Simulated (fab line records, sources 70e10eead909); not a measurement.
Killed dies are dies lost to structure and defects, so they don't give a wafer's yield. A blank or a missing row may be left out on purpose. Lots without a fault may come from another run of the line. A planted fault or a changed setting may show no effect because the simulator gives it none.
Chamber matching | flow nand_harc | NHARC_A_CHANNEL_FILL_D1_ETCHBACK_20 on rie_diel-08: 4 sister chambers
The step etches the open film in C4F8/O2/Ar, target depth 27 nm, time 13.5 s. 4 wafers are shown with their chamber, then 9 later ones without.

WAFERS WITH THEIR CHAMBER
wafer  | chamber | rf_vpp_V (V)
L085.2 | 0       | 973
L085.6 | 3       | 975
L087.4 | 1       | 978
L087.5 | 2       | 971

WAFERS WITHOUT THEIR CHAMBER
wafer  | rf_vpp_V (V)
L087.1 | 974
L087.2 | 974
L087.6 | 976
L088.3 | 975
L088.5 | 975
L088.6 | 971
L093.3 | 975
L093.5 | 978
L093.6 | 974

WHICH CHAMBER EACH WENT THROUGH
wafer  | from the rows above     | in truth
L087.1 | can't be placed: 0 or 3 | 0
L087.2 | can't be placed: 0 or 3 | 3
L087.6 | can't be placed: 3 or 1 | 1
L088.3 | 3                       | 3
L088.5 | 3                       | 3
L088.6 | 2                       | 2
L093.3 | 3                       | 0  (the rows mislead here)
L093.5 | 1                       | 1
L093.6 | can't be placed: 0 or 3 | 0
Placed correctly: 4 of 9. Can't be placed from these rows: 4 (the true chamber is among the candidates in 4). Placed wrongly: 1.
How it was worked out, from the rows above alone: a wafer's distance from a chamber is the root of the sum, over the readings, of the square of ((its reading less the chamber's mean) divided by the reading's scatter). The wafer belongs to the nearest chamber; if the next one is less than 2 further off, it can't be placed. A chamber's mean is the mean of its shown wafers. The scatter: with one shown wafer a chamber, the root of the mean of the squares of how far each hidden wafer lies from its nearest shown one.
